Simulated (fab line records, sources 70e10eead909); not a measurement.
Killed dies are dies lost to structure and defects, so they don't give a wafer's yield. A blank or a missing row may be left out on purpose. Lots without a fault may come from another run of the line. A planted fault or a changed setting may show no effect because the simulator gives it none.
fab line records | flow nand_harc | part 1 of 2: steps 1 to 28 of 37
record lots=5 wafers=15 last_day=33
route steps=1302 shown A_STAIRCASE@886 A_SGD_CUT@890 A_SLIT@922
lots that met no fault: from a run of the same line without faults
start_h: hours from the record's first day to the start of the lot's first wafer shown | wait_h: hours since the lot's step before | " the same as in the row above | L1.1+2: a row that stands for several wafers | - no value, or no start given | * or withheld: withheld | < > ~ a bound
route shown NAME@n: a module of which the file shows steps, and the number in the route of the first | usual: mean/standard deviation of fault-free wafers | same: alike in all rows | chamber/n: place in a boat | sites: the reading at each site | _std_site: their standard deviation | _edge_site: outer sites' mean less inner sites' | radius_mm: how far each site lies from the wafer's centre | mask NAME#n: copy n | behind: the tool/chamber that last shaped the wafer | hold: why the lot was held/for how many hours/how that ended | device: the transistor (n, p or np) that didn't switch | end of line: the same wafers' tests at the end of the route | a step without rows: its recipe alone | killed: dies lost to structure and defects at the first sort, not the wafer's yield | map: a wafer's dies, x killed, . not, _ none there
set.NAME: the setting as run; set.NAME@STEP: as run at that earlier step | model.NAME: the simulator's own value behind a step, which no gauge read
lots at some steps of the route; a table a step, a row a wafer
services: from which hour (start_h, from the record's first day; less than 0 if before it) a tool's chamber was out of use, for how many hours, and why
## steps
# step NHARC_A_STAIRCASE_CMP_472
# recipe material=SiO2
# usual motor_current_A=11.7/0.96
# columns lot.wafer tool chamber start_h wait_h motor_current_A
L077.4 cmp-01 3 465.74 0.2 11.7
L077.6 " 2 " " 10.9
L077.5 " 3 " " 11.7
L079.4 cmp-01 2 490.14 0.1 11.3
L079.3 " 3 " " 12.2
L079.1 " 0 " " 11.7
L080.1 cmp-02 2 514.12 0.2 11.4
L080.2 " 1 " " 10.8
L080.6 " 2 " " 11.6
L083.1 cmp-04 3 537.98 0.3 11.6
L083.6 " 1 " " 13.0
L083.5 " 2 " " 13.5
L095.2 cmp-04 1 656.75 0.2 12.6
L095.4 " 0 " " 11.3
L095.5 " 1 " " 13.3
# step NHARC_A_STAIRCASE_SRD_474
# columns lot.wafer tool chamber start_h wait_h
L077.4+6+5 wet_bench-09 3,4,0 465.98 0.0
L079.3+1+4 wet_bench-09 2,3,4 490.41 0.0
L080.2+1+6 wet_bench-04 7,0,1 514.38 0.0
L083.1+5+6 wet_bench-07 3,5,7 538.20 0.0
L095.2+5+4 wet_bench-09 5,6,7 657.02 0.0
# step NHARC_A_STAIRCASE_INSPECT_155
# usual raw_defect_count=437/120
# columns lot.wafer tool chamber start_h wait_h raw_defect_count
L077.4 defect_inspect-02 - 466.06 0.1 527
L077.5 " - " " 567
L077.6 " - " " 416
L079.1 defect_inspect-02 - 490.49 0.1 484
L079.3 " - " " 307
L079.4 " - " " 292
L080.1 defect_inspect-02 - 514.46 0.1 361
L080.2 " - " " 495
L080.6 " - " " 589
L083.1 defect_inspect-02 - 538.28 0.1 425
L083.5 " - " " 393
L083.6 " - " " 444
L095.2 defect_inspect-02 - 657.09 0.1 551
L095.4 " - " " 375
L095.5 " - " " 445
# step NHARC_A_SGD_CUT_DEP_00
# recipe target_thk_a=500 temp_c=400 target_thk_nm=50 flow_sccm=200 rf_w=450 material=SiNx
# usual heater_power_w=731/120
# columns lot.wafer tool chamber start_h wait_h heater_power_w
L077.4 pecvd-03 1 466.21 0.1 797
L077.5 " 2 " " 544
L077.6 " 0 " " 862
L079.1 pecvd-01 0 490.56 0.1 646
L079.3 " 1 " " 823
L079.4 " 2 " " 668
L080.1 pecvd-01 2 514.53 0.1 649
L080.2 " 0 " " 692
L080.6 " 0 " " 661
L083.1 pecvd-03 1 538.34 0.1 811
L083.5 " 1 " " 809
L083.6 " 0 " " 859
L095.2 pecvd-02 2 657.21 0.1 687
L095.5 " 0 " " 828
L095.4 " 2 " " 718
# step NHARC_A_SGD_CUT_DEHYDRATE_01
# recipe temp_c=150 time_s=120
# columns lot.wafer tool chamber start_h wait_h
L077.4+5+6 litho_track-01 0 466.40 0.2
L079.1+3+4 litho_track-04 0 490.83 0.2
L080.1+2+6 litho_track-06 0 514.80 0.2
L083.1+5+6 litho_track-01 0 538.62 0.2
L095.2+4+5 litho_track-01 0 657.43 0.2
# step NHARC_A_SGD_CUT_HMDS_02
# recipe time_s=30
# columns lot.wafer tool chamber start_h wait_h
L077.4+5+6 litho_track-01 0 - -
L079.1+3+4 litho_track-04 0 - -
L080.1+2+6 litho_track-06 0 - -
L083.1+5+6 litho_track-01 0 - -
L095.2+4+5 litho_track-01 0 - -
# step NHARC_A_SGD_CUT_COAT_56
# recipe temp_c=260 time_s=75
# columns lot.wafer tool chamber start_h wait_h
L077.4+5+6 litho_track-01 0 - -
L079.1+3+4 litho_track-04 0 - -
L080.1+2+6 litho_track-06 0 - -
L083.1+5+6 litho_track-01 0 - -
L095.2+4+5 litho_track-01 0 - -
# step NHARC_A_SGD_CUT_COAT_57
# recipe temp_c=225 time_s=65
# columns lot.wafer tool chamber start_h wait_h
L077.4+5+6 litho_track-01 0 - -
L079.1+3+4 litho_track-04 0 - -
L080.1+2+6 litho_track-06 0 - -
L083.1+5+6 litho_track-01 0 - -
L095.2+4+5 litho_track-01 0 - -
# step NHARC_A_SGD_CUT_COAT_03
# recipe spin_rpm=1500 resist_thk_nm=90
# columns lot.wafer tool chamber start_h wait_h
L077.4+5+6 litho_track-01 0 - -
L079.1+3+4 litho_track-04 0 - -
L080.1+2+6 litho_track-06 0 - -
L083.1+5+6 litho_track-01 0 - -
L095.2+4+5 litho_track-01 0 - -
# step NHARC_A_SGD_CUT_SOFTBAKE_04
# recipe temp_c=105 time_s=55
# columns lot.wafer tool chamber start_h wait_h
L077.4+5+6 litho_track-01 0 - -
L079.1+3+4 litho_track-04 0 - -
L080.1+2+6 litho_track-06 0 - -
L083.1+5+6 litho_track-01 0 - -
L095.2+4+5 litho_track-01 0 - -
# step NHARC_A_SGD_CUT_EBR_05
# columns lot.wafer tool chamber start_h wait_h
L077.4+5+6 litho_track-01 0 - -
L079.1+3+4 litho_track-04 0 - -
L080.1+2+6 litho_track-06 0 - -
L083.1+5+6 litho_track-01 0 - -
L095.2+4+5 litho_track-01 0 - -
# step NHARC_A_SGD_CUT_EXPOSE_06
# recipe na=1.35 dose_mj=85.59 mask_id=SGD
# usual focus_offset_nm=0.0/0.46
# columns lot.wafer tool chamber start_h wait_h mask focus_offset_nm
L077.4 arfi_scanner-02 0 466.72 - SGD#0 -0.4
L077.5 " 0 " " SGD#0 -0.1
L077.6 " 0 " " SGD#0 -0.2
L079.1 arfi_scanner-03 0 491.14 - SGD#0 0.9
L079.3 " 0 " " SGD#0 0.1
L079.4 " 0 " " SGD#0 -0.4
L080.1 arfi_scanner-03 0 514.99 - SGD#0 -0.1
L080.2 " 0 " " SGD#0 0.0
L080.6 " 0 " " SGD#0 -0.7
L083.1 arfi_scanner-01 0 538.80 - SGD#0 0.2
L083.5 " 0 " " SGD#0 -0.2
L083.6 " 0 " " SGD#0 -0.1
L095.2 arfi_scanner-03 0 657.74 - SGD#0 -0.2
L095.4 " 0 " " SGD#0 0.9
L095.5 " 0 " " SGD#0 1.0
# step NHARC_A_SGD_CUT_PEB_07
# recipe peb_temp_c=100 peb_time_s=65
# columns lot.wafer tool chamber start_h wait_h
L077.4+5+6 litho_track-01 0 466.77 0.0
L079.1+3+4 litho_track-06 0 491.20 0.1
L080.1+2+6 litho_track-04 0 515.05 0.1
L083.1+5+6 litho_track-06 0 538.86 0.1
L095.2+4+5 litho_track-06 0 657.80 0.1
# step NHARC_A_SGD_CUT_DEVELOP_08
# recipe develop_time_s=35 dev_temp_c=23
# same develop_time_s=35
# columns lot.wafer tool chamber start_h wait_h
L077.4+5+6 litho_track-01 0 - -
L079.1+3+4 litho_track-06 0 - -
L080.1+2+6 litho_track-04 0 - -
L083.1+5+6 litho_track-06 0 - -
L095.2+4+5 litho_track-06 0 - -
# step NHARC_A_SGD_CUT_CD_MEAS_09
# recipe target_cd_nm=100 landing_energy_ev=500
# usual cd_nm=100.1/0.59
# columns lot.wafer tool chamber start_h wait_h cd_nm
L077.4 cd_sem-01 0 466.85 - 99.7
L077.5 " 0 " " 100.5
L077.6 " 0 " " 100.2
L079.1 cd_sem-01 0 491.28 - 100.0
L079.3 " 0 " " 99.6
L079.4 " 0 " " 100.2
L080.1 cd_sem-01 0 515.13 - 100.5
L080.2 " 0 " " 100.0
L080.6 " 0 " " 100.6
L083.1 cd_sem-03 0 538.94 - 99.6
L083.5 " 0 " " 100.5
L083.6 " 0 " " 99.6
L095.2 cd_sem-03 0 657.88 - 100.1
L095.4 " 0 " " 100.6
L095.5 " 0 " " 99.9
# step NHARC_A_SGD_CUT_OVL_MEAS_10
# usual overlay_x_nm=0.0/0.73 overlay_y_nm=-0.1/0.74
# columns lot.wafer tool chamber start_h wait_h overlay_x_nm overlay_y_nm
L077.4 overlay-01 - 466.93 - 0.2 0.0
L077.5 " - " " -0.2 0.3
L077.6 " - " " 0.2 0.4
L079.1 overlay-01 - 491.37 - -0.9 0.4
L079.3 " - " " -1.3 0.2
L079.4 " - " " -1.2 0.3
L080.1 overlay-02 - 515.22 - 0.6 0.3
L080.2 " - " " 1.4 0.1
L080.6 " - " " 0.6 0.2
L083.1 overlay-02 - 539.03 - -0.1 -1.3
L083.5 " - " " 0.6 -1.4
L083.6 " - " " 0.1 -1.4
L095.2 overlay-02 - 657.97 - -0.1 -0.8
L095.4 " - " " 0.1 -1.2
L095.5 " - " " 0.1 -0.8
# step NHARC_A_SGD_CUT_INSPECT_11
# usual raw_defect_count=58/31
# columns lot.wafer tool chamber start_h wait_h raw_defect_count
L077.4 defect_inspect-01 - 466.97 0.0 114
L077.5 " - " " 111
L077.6 " - " " 96
L079.1 defect_inspect-02 - 491.40 0.0 31
L079.3 " - " " 26
L079.4 " - " " 36
L080.1 defect_inspect-02 - 515.25 0.0 69
L080.2 " - " " 80
L080.6 " - " " 83
L083.1 defect_inspect-02 - 539.06 0.0 66
L083.5 " - " " 65
L083.6 " - " " 67
L095.2 defect_inspect-02 - 658.00 0.0 83
L095.4 " - " " 68
L095.5 " - " " 60
# step NHARC_A_SGD_CUT_DESCUM_14
# recipe time_s=3 o2_flow_sccm=200 ar_flow_sccm=0 bias_power_w=0 chemistry=O2
# usual drypump_motor_current_A=5.7/0.52 oes_product_au=0.998/0.0096 rf_vpp_V=57.9/0.85 showerhead_plenum_p_Torr=1.92/0.068 throttle_valve_pct=11.313/0.0092
# columns lot.wafer tool chamber start_h wait_h drypump_motor_current_A oes_product_au rf_hours_counter_h rf_vpp_V showerhead_plenum_p_Torr throttle_valve_pct
L077.4 rie_diel-10 0 467.05 0.1 6.0 0.999 5 56.9 1.87 11.318
L077.5 " 2 " " 5.3 1.006 - 56.9 2.02 11.309
L077.6 " 3 " " 5.9 1.002 - 57.2 1.85 11.316
L079.4 rie_diel-10 0 491.46 0.1 6.0 0.995 8 57.1 1.87 11.306
L079.3 " 1 " " 5.1 0.988 6 58.4 1.86 11.303
L079.1 " 3 " " 5.9 0.995 7 58.0 1.85 11.332
L080.1 rie_diel-12 2 515.32 0.1 6.2 0.995 3 57.0 1.84 11.316
L080.2 " 3 " " 6.5 0.997 3 57.4 1.93 11.312
L080.6 " 2 " " 6.2 0.998 - 58.2 1.84 11.310
L083.1 rie_diel-10 0 539.13 0.1 6.0 1.001 11 57.6 1.87 11.305
L083.5 " 3 " " 5.9 1.007 - 58.3 1.85 11.300
L083.6 " 0 " " 6.0 0.998 - 59.2 1.87 11.309
L095.2 rie_diel-12 0 658.06 0.1 5.0 1.004 2 57.1 1.97 11.314
L095.4 " 3 " " 6.5 1.014 0 58.1 1.93 11.306
L095.5 " 0 " " 5.0 1.009 - 58.5 1.97 11.313
# step NHARC_A_SGD_CUT_ETCH_58
# recipe target_depth_a=390 over_etch_frac=0.3 time_s=65 ion_energy_ev=80 cf4_flow_sccm=150 ar_flow_sccm=0 rf_w=300 bias_w=100 chemistry=CF4
# usual drypump_motor_current_A=5.7/0.52 oes_product_au=0.997/0.01 rf_vpp_V=151.4/1.1 showerhead_plenum_p_Torr=1.78/0.058 throttle_valve_pct=13.284/0.0097
# columns lot.wafer tool chamber start_h wait_h drypump_motor_current_A oes_product_au rf_hours_counter_h rf_vpp_V showerhead_plenum_p_Torr throttle_valve_pct
L077.4 rie_diel-10 3 467.12 0.1 5.9 0.994 4 149.9 1.71 13.277
L077.6 " 2 " " 5.3 1.000 - 151.4 1.86 13.277
L077.5 " 3 " " 5.9 1.003 - 151.8 1.71 13.301
L079.1 rie_diel-10 1 491.55 0.1 5.1 0.989 6 150.2 1.72 13.278
L079.3 " 3 " " 5.9 0.994 7 150.8 1.71 13.275
L079.4 " 0 " " 6.0 0.998 8 150.3 1.73 13.278
L080.1 rie_diel-12 3 515.40 0.1 6.5 0.987 3 152.2 1.78 13.298
L080.2 " 1 " " 6.1 0.994 3 150.3 1.75 13.295
L080.6 " 3 " " 6.5 0.996 - 151.3 1.78 13.290
L083.1 rie_diel-10 1 539.22 0.1 5.1 1.006 10 152.2 1.72 13.292
L083.6 " 3 " " 5.9 1.006 - 150.6 1.71 13.295
L083.5 " 0 " " 6.0 0.996 - 151.7 1.73 13.282
L095.4 rie_diel-12 2 658.16 0.1 6.2 0.996 2 151.1 1.70 13.291
L095.2 " 3 " " 6.5 1.012 0 152.0 1.78 13.277
L095.5 " 2 " " 6.2 0.991 - 150.6 1.70 13.272
# step NHARC_A_SGD_CUT_ETCH_59
# recipe target_depth_a=2600 over_etch_frac=0.25 time_s=406.25 ion_energy_ev=200 n2_flow_sccm=150 h2_flow_sccm=150 ar_flow_sccm=0 rf_w=400 bias_w=150 chemistry=N2/H2
# usual drypump_motor_current_A=5.7/0.51 oes_product_au=0.998/0.0088 rf_vpp_V=430.7/2.2 showerhead_plenum_p_Torr=2.05/0.074 throttle_valve_pct=14.171/0.0099
# columns lot.wafer tool chamber start_h wait_h drypump_motor_current_A oes_product_au rf_hours_counter_h rf_vpp_V showerhead_plenum_p_Torr throttle_valve_pct
L077.4 rie_diel-10 1 - - 5.1 0.991 4 428.5 1.98 14.163
L077.5 " 0 " " 6.0 0.994 - 429.3 1.99 14.182
L077.6 " 1 " " 5.1 0.991 - 428.7 1.98 14.168
L079.3 rie_diel-10 0 - - 6.0 0.988 8 429.2 1.99 14.158
L079.4 " 1 " " 5.1 0.995 6 428.0 1.98 14.185
L079.1 " 2 " " 5.3 0.998 7 433.8 2.15 14.190
L080.1 rie_diel-12 2 - - 6.2 0.984 3 429.2 1.96 14.148
L080.2 " 0 " " 5.1 0.996 1 432.3 2.11 14.166
L080.6 " 3 " " 6.5 0.994 - 431.5 2.06 14.183
L083.1 rie_diel-10 1 - - 5.1 0.995 10 428.8 1.98 14.179
L083.6 " 0 " " 6.0 0.997 - 430.4 1.99 14.167
L083.5 " 1 " " 5.1 0.993 - 427.0 1.98 14.164
L095.4 rie_diel-12 2 - - 6.2 0.998 2 428.4 1.95 14.160
L095.2 " 3 " " 6.5 1.013 0 430.4 2.06 14.180
L095.5 " 2 " " 6.2 1.000 - 427.7 1.95 14.179
# step NHARC_A_SGD_CUT_ETCH_15
# recipe target_depth_a=750 time_s=64.3 ch3f_flow_sccm=50 o2_flow_sccm=30 ar_flow_sccm=200 rf_w=500 bias_w=100 chemistry=CH3F/O2
# usual drypump_motor_current_A=5.7/0.51 oes_product_au=0.954/0.021 rf_vpp_V=263.9/1.4 showerhead_plenum_p_Torr=2.47/0.084 throttle_valve_pct=20.661/0.0086
# columns lot.wafer tool chamber start_h wait_h drypump_motor_current_A oes_product_au rf_hours_counter_h rf_vpp_V showerhead_plenum_p_Torr throttle_valve_pct
L077.4 rie_diel-10 2 - - 5.3 0.958 4 265.8 2.59 20.671
L077.5 " 3 " " 5.9 0.969 - 261.0 2.38 20.658
L077.6 " 0 " " 6.0 0.975 - 262.1 2.40 20.666
L079.3 rie_diel-10 3 - - 6.0 0.980 7 263.2 2.38 20.647
L079.1 " 0 " " 6.0 0.964 8 261.4 2.40 20.652
L079.4 " 2 " " 5.3 0.973 7 266.2 2.59 20.651
L080.2 rie_diel-12 2 - - 6.2 0.952 3 261.1 2.37 20.666
L080.1 " 3 " " 6.5 0.977 3 264.9 2.48 20.653
L080.6 " 2 " " 6.2 0.955 - 262.9 2.36 20.654
L083.1 rie_diel-10 3 - - 5.9 0.970 11 261.7 2.38 20.667
L083.6 " 0 " " 6.0 0.948 - 263.7 2.40 20.657
L083.5 " 1 " " 5.1 0.964 - 264.5 2.39 20.667
L095.2 rie_diel-12 2 - - 6.2 0.914 2 263.4 2.36 20.664
L095.4 " 3 " " 6.5 0.930 0 263.0 2.48 20.662
L095.5 " 1 " " 6.1 0.931 - 263.3 2.43 20.677
# step NHARC_A_SGD_CUT_ETCH_16
# recipe target_depth_a=3105 time_s=155.2 c4f8_flow_sccm=withheld o2_flow_sccm=8 ar_flow_sccm=withheld rf_w=600 bias_w=800 chemistry=C4F8/O2/Ar
# usual oes_product_au=0.966/0.016 rf_vpp_V=724/3.4
# columns lot.wafer tool chamber start_h wait_h oes_product_au rf_hours_counter_h rf_vpp_V
L077.4 rie_diel-10 1 - - 0.972 4 721
L077.6 " 2 " " 0.962 - 729
L077.5 " 3 " " 0.978 - 720
L079.4 rie_diel-10 3 - - 0.977 7 720
L079.1 " 1 " " 0.948 7 721
L079.3 " 2 " " 0.972 7 728
L080.2 rie_diel-12 1 - - 0.984 3 722
L080.1 " 2 " " 0.965 3 719
L080.6 " 0 " " 0.970 - 725
L083.1 rie_diel-10 2 - - 0.987 10 730
L083.6 " 0 " " 0.974 - 723
L083.5 " 1 " " 0.978 - 722
L095.4 rie_diel-12 2 - - 0.934 2 720
L095.2 " 3 " " 0.943 0 724
L095.5 " 2 " " 0.945 - 719
# step NHARC_A_SGD_CUT_STRIP_60
# recipe c4f8_flow_sccm=withheld o2_flow_sccm=8 ar_flow_sccm=withheld bias_w=0 chemistry=C4F8/O2/Ar
# columns lot.wafer tool chamber start_h wait_h
L077.4+5+6 rie_diel-10 3,0,1 - -
L079.3+1+4 rie_diel-10 1,3,0 - -
L080.2+1+6 rie_diel-12 0,3,0 - -
L083.1+6+5 rie_diel-10 2,2,3 - -
L095.2+4+5 rie_diel-12 1,3,1 - -
# step NHARC_A_SGD_CUT_STRIP_17
# recipe o2_flow_sccm=500 ar_flow_sccm=0 bias_w=0 chemistry=O2
# usual drypump_motor_current_A=5.7/0.52 oes_product_au=0.999/0.01 rf_vpp_V=57.8/0.89 showerhead_plenum_p_Torr=3.55/0.11 throttle_valve_pct=17.037/0.0087
# columns lot.wafer tool chamber start_h wait_h drypump_motor_current_A oes_product_au rf_hours_counter_h rf_vpp_V showerhead_plenum_p_Torr throttle_valve_pct
L077.4 rie_diel-10 1 - - 5.1 1.003 4 57.7 3.44 17.040
L077.6 " 1 " " 5.1 0.998 - 57.7 3.44 17.035
L077.5 " 2 " " 5.3 0.999 - 58.9 3.71 17.031
L079.4 rie_diel-10 2 - - 5.3 0.987 7 57.3 3.71 17.037
L079.3 " 3 " " 5.9 0.996 7 57.6 3.41 17.031
L079.1 " 0 " " 6.0 0.994 8 58.3 3.45 17.038
L080.1 rie_diel-12 2 - - 6.2 1.002 3 58.3 3.40 17.047
L080.2 " 3 " " 6.5 1.006 3 58.3 3.56 17.043
L080.6 " 0 " " 5.1 0.999 - 59.0 3.64 17.038
L083.1 rie_diel-10 0 - - 6.0 0.989 11 58.2 3.45 17.045
L083.6 " 2 " " 5.3 1.014 - 56.6 3.70 17.027
L083.5 " 3 " " 6.0 1.012 - 57.6 3.41 17.033
L095.2 rie_diel-12 3 - - 6.5 1.024 1 57.6 3.56 17.034
L095.4 " 1 " " 6.2 1.021 2 59.0 3.49 17.041
L095.5 " 2 " " 6.2 1.003 - 56.2 3.39 17.028
# step NHARC_A_SGD_CUT_PRECLEAN_18
# recipe time_s=* temp_c=50 bath_age_min=0 chemistry=SC1
# columns lot.wafer tool chamber start_h wait_h
L077.4+6+5 wet_bench-06 5,6,7 468.01 -
L079.3+4+1 wet_bench-06 2,4,7 492.45 -
L080.1+6+2 wet_bench-03 2,3,4 516.29 -
L083.1+5+6 wet_bench-06 0,1,3 540.11 -
L095.5+2+4 wet_bench-06 5,7,2 659.03 -
# step NHARC_A_SGD_CUT_SRD_19
# columns lot.wafer tool chamber start_h wait_h
L077.4+6+5 wet_bench-06 5,6,7 - -
L079.3+4+1 wet_bench-06 2,4,7 - -
L080.1+6+2 wet_bench-03 2,3,4 - -
L083.1+5+6 wet_bench-06 0,1,3 - -
L095.5+2+4 wet_bench-06 5,7,2 - -
# step NHARC_A_SGD_CUT_DEP_20
# recipe target_thk_a=1500 temp_c=65 material=SiO2
# columns lot.wafer tool chamber start_h wait_h
L077.4+5+6 fcvd-01 0,1,0 468.23 -
L079.1+4+3 fcvd-02 0,1,0 492.61 -
L080.2+1+6 fcvd-02 1,0,1 516.43 -
L083.1+6+5 fcvd-02 0,1,0 540.27 -
L095.2+4+5 fcvd-01 1 659.18 -
# step NHARC_A_SGD_CUT_ANNEAL_27
# recipe temp_c=450 time_s=1800
# usual spike_tc_top_C=477/4.1 tube_center_temp_C=450/0.042
# columns lot.wafer tool chamber start_h wait_h spike_tc_top_C tube_center_temp_C
L077.4 furnace-04 0 471.49 3.2 471 449.97
L077.5 " 0 " " 471 450.06
L077.6 " 0 " " 473 449.92
L079.1 furnace-02 0 496.27 3.6 474 450.02
L079.3 " 0 " " 477 449.91
L079.4 " 0 " " 478 449.94
L080.1 furnace-06 0 520.97 4.5 481 449.95
L080.2 " 0 " " 481 450
L080.6 " 0 " " 481 450.1
L083.1 furnace-04 0 541.49 1.2 474 450.01
L083.5 " 0 " " 472 449.93
L083.6 " 0 " " 471 450.04
L095.2 furnace-02 0 665.44 6.2 476 450.02
L095.4 " 0 " " 477 450.05
L095.5 " 0 " " 477 449.93
